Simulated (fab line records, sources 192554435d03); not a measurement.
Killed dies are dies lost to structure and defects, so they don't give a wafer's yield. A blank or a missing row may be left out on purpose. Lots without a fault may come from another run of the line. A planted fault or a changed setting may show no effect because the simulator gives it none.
Chamber matching | flow n5_finfet | N5_BEOL_M3_CO_CAP_55 on cvd_co-01: 3 sister chambers
The step material Co, precursor CCTBA/H2, target thk 2 nm, time 102.1 s. 14 wafers are shown with their chamber, then 7 later ones without.

WAFERS WITH THEIR CHAMBER
wafer  | chamber | heater_power_w (W) | chamber_pressure_Torr (Torr)
L074.3 | 2       | 233                | 29.98
L074.4 | 0       | 258                | 29.93
L074.5 | 1       | 250                | 30.02
L079.1 | 2       | 229                | 29.94
L079.4 | 2       | 233                | 30.03
L079.6 | 1       | 242                | 30.06
L078.1 | 1       | 246                | 30.01
L078.4 | 0       | 267                | 30.07
L078.5 | 2       | 229                | 29.99
L087.1 | 0       | 261                | 29.98
L087.2 | 1       | 248                | 29.96
L087.6 | 0       | 263                | 29.97
L088.1 | 0       | 266                | 30.01
L088.4 | 2       | 229                | 29.99

SIGNATURES (means of the wafers above)
reading               | chamber 0 | chamber 1 | chamber 2 | scatter within a chamber
heater_power_w        | 263.00    | 246.50    | 230.60    | 3.14
chamber_pressure_Torr | 29.9920   | 30.0125   | 29.9860   | 0.0427
Rule: a wafer's distance from a chamber is the root of the sum, over the readings, of the square of ((its reading less the chamber's mean) divided by the reading's scatter). The wafer belongs to the nearest chamber; if the next one is less than 2 further off, it can't be placed. The scatter: the root of (the sum of the squares of (reading less its chamber's mean) over the shown wafers, divided by (wafers less chambers)).

WAFERS WITHOUT THEIR CHAMBER
wafer  | heater_power_w (W) | chamber_pressure_Torr (Torr)
L088.6 | 265                | 29.97
L089.2 | 246                | 29.97
L089.3 | 226                | 30.08
L089.5 | 231                | 30.07
L092.2 | 268                | 29.98
L092.3 | 233                | 30.04
L092.5 | 262                | 30.01

WHICH CHAMBER EACH WENT THROUGH
wafer  | from the rows above | in truth
L088.6 | 0                   | 0
L089.2 | 1                   | 1
L089.3 | 2                   | 2
L089.5 | 2                   | 2
L092.2 | 0                   | 0
L092.3 | 2                   | 2
L092.5 | 0                   | 0
Placed correctly: 7 of 7. Can't be placed from these rows: 0. Placed wrongly: 0.
